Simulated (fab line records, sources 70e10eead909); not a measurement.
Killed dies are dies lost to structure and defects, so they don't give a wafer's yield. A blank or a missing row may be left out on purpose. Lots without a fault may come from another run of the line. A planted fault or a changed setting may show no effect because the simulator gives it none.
A struck lot beside a sound one | flow nand_harc | 13 steps out of a route of 1302
Sound: wafers L462.2, L462.4, L462.6. Struck: wafers L474.2, L474.4, L474.6. The cause comes at the end.
At each step with rows: each side's tool, then ch and its chambers, then its first start. Under that, the readings that differ: sound wafers | struck wafers | difference of the means | sigmas: that difference in standard deviations of wafers without a fault.
alike: readings whose means differ by less than 2 such deviations, and words and numbers that are the same on both sides. not compared: withheld readings, readings that some wafer has no value for, bounds like >300 that may hide the same value, and numbers for which the record gives no deviation and whose values overlap.
The two part at a step that has a row with sigmas, a row that says differs or no value, or rows on one side only. Numbers that don't overlap but have no deviation are shown without sigmas and don't part them. A reading that every wafer of one side lacks parts them only if that side has two wafers or more.

first, 1 step without rows for these wafers: NHARC_A_M1_DEGAS_29 (time 60 s).
NHARC_A_M1_PRE_CLEAN_30: time 30 s.
  sound on pvd_sputter-01; struck on pvd_sputter-01
  alike: heater_power_w, susceptor_temp_C
then, 1 step without rows for these wafers: NHARC_A_M1_PVD_20 (deposits TaN, target thk 5 nm, time 8.06 s).
NHARC_A_M1_PVD_21: deposits Cu, target thk 30 nm, time 20.49 s.
  sound on pvd_sputter-01; struck on pvd_sputter-01
  alike: throttle_valve_pct
then, 1 step without rows for these wafers: NHARC_A_M1_ECD_22 (material Cu, target thk 400 nm).
NHARC_A_M1_ANNEAL_31: time 90 s.
  sound on rtp_anneal-02 ch 0, day 24 08:08; struck on rtp_anneal-01 ch 0, day 29 03:31
  reading          | sound             | struck            | difference | sigmas
  wafer_temp_C_max | 225.7 225.5 225.8 | 226.1 226.6 226.2 | +0.6       | +2
NHARC_A_M1_CMP_23: polishes, t overpolish 20 s, target thk 154.34 nm.
  sound on cmp-02 ch 0,2,3, day 24 08:27; struck on cmp-04 ch 0,3, day 29 03:49
  alike: motor_current_A, time_to_endpoint_s
NHARC_A_M1_THK_MEAS_24: measures by xrf.
  sound on film_metro-02, day 24 08:44; struck on film_metro-01, day 29 04:08
  alike: thk_nm
then, 1 step without rows for these wafers: NHARC_A_M1_SRD_25.
NHARC_A_M1_INSPECT_27:
  sound on defect_inspect-01, day 24 08:53; struck on defect_inspect-01, day 29 04:17
  alike: raw_defect_count
then, 1 step without rows for these wafers: NHARC_A_M1_PRE_CLEAN_32 (time 12 s).
NHARC_A_M1_DEP_33: deposits SiCN, target thk 30 nm.
  sound on pecvd-04 ch 0,1,2, day 24 09:02; struck on pecvd-04 ch 0,1,2, day 29 04:26
  reading            | sound             | struck            | difference | sigmas
  rf_fwd_power_W (W) | 447.7 450.7 449.2 | 377.7 378.5 378.3 | -71.0      | -51
  alike: chamber_pressure_Torr, heater_power_w, susceptor_temp_C
NHARC_A_BONDPAD_DEP_00: deposits SiCN, target thk 250 nm.
  sound on pecvd-02 ch 0,2, day 24 09:38; struck on pecvd-03 ch 1,2, day 29 05:02
  alike: chamber_pressure_Torr, heater_power_w, rf_fwd_power_W, susceptor_temp_C

WHERE THEY PART
First at NHARC_A_M1_ANNEAL_31; last, within this record, at NHARC_A_M1_DEP_33. Later steps at which nothing parts them and some readings are alike: NHARC_A_BONDPAD_DEP_00.

WHY: what the simulator had put in
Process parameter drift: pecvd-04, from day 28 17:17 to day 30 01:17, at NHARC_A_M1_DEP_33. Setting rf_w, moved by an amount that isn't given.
